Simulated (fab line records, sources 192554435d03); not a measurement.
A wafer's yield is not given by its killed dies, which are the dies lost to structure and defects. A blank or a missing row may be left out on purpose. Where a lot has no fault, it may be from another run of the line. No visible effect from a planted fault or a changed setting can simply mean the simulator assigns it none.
Chamber matching ; flow n5-finfet ; rie-diel-05 running N5_SDB_STRIP_21: 4 sister chambers
The step strips in CF4. 4 wafers are shown with their chamber, then 8 later ones without.

EACH WAFER AND ITS CHAMBER
wafer;chamber;showerhead-plenum-p-Torr (Torr)
L082.3;0;1.84
L087.2;3;1.77
L087.3;2;1.66
L092.2;1;1.88

WAFERS WITHOUT THEIR CHAMBER
wafer;showerhead-plenum-p-Torr (Torr)
L092.4;1.66
L092.6;1.77
L095.3;1.87
L095.5;1.65
L095.6;1.87
L097.2;1.83
L097.4;1.65
L097.5;1.87

WHICH CHAMBER EACH WENT THROUGH
wafer;from the rows above;in truth
L092.4;2;2
L092.6;3;3
L095.3;1;1
L095.5;2;2
L095.6;1;1
L097.2;0;0
L097.4;2;2
L097.5;1;1
Correct placement for 8 of the 8. Left unplaced by these rows: 0. Placed wrongly: 0.
How it was worked out, from the rows above alone: a wafer's distance from a chamber is the root of the sum, over the readings, of the square of ((its reading less the chamber's mean) divided by the reading's scatter). If the next closest chamber is less than 2 further off than the closest, the wafer can't be placed; otherwise it belongs to the closest. For every chamber, the mean is computed from those of its wafers that are shown. The scatter (one wafer shown for each chamber): square how far every hidden wafer sits from the nearest shown wafer, average those squares and take the square root.
